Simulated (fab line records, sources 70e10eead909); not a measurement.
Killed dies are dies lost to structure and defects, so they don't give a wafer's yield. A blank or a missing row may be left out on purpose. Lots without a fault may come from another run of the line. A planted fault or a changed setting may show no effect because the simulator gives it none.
Chamber matching | flow nand_harc | NHARC_A_CONTACT_ALD_18 on ald_metal-04: 4 sister chambers
The step deposits TiN, target thk 3 nm, pulse time 1 s, ald cycles 150. 4 wafers are shown with their chamber, then 12 later ones without.

WAFERS WITH THEIR CHAMBER
wafer  | chamber | heater_power_w (W)
L089.1 | 1       | 1003
L089.2 | 0       | 1037
L090.2 | 3       | 1086
L090.5 | 2       | 882

WAFERS WITHOUT THEIR CHAMBER
wafer  | heater_power_w (W)
L093.1 | 1060
L093.3 | 1061
L093.5 | 855
L096.1 | 969
L096.2 | 1059
L096.4 | 1036
L097.1 | 982
L097.2 | 880
L097.3 | 1024
L097.4 | 1052
L097.5 | 867
L097.6 | 1061

WHICH CHAMBER EACH WENT THROUGH
wafer  | from the rows above          | in truth
L093.1 | can't be placed: 0 or 3 or 1 | 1
L093.3 | can't be placed: 0 or 3 or 1 | 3
L093.5 | 2                            | 2
L096.1 | can't be placed: 1 or 0      | 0
L096.2 | can't be placed: 0 or 3 or 1 | 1
L096.4 | can't be placed: 0 or 1      | 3
L097.1 | can't be placed: 1 or 0      | 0
L097.2 | 2                            | 2
L097.3 | can't be placed: 0 or 1      | 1
L097.4 | can't be placed: 0 or 3 or 1 | 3
L097.5 | 2                            | 2
L097.6 | can't be placed: 0 or 3 or 1 | 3
Placed correctly: 3 of 12. Can't be placed from these rows: 9 (the true chamber is among the candidates in 8). Placed wrongly: 0.
How it was worked out, from the rows above alone: a wafer's distance from a chamber is the root of the sum, over the readings, of the square of ((its reading less the chamber's mean) divided by the reading's scatter). The wafer belongs to the nearest chamber; if the next one is less than 2 further off, it can't be placed. A chamber's mean is the mean of its shown wafers. The scatter: with one shown wafer a chamber, the root of the mean of the squares of how far each hidden wafer lies from its nearest shown one.
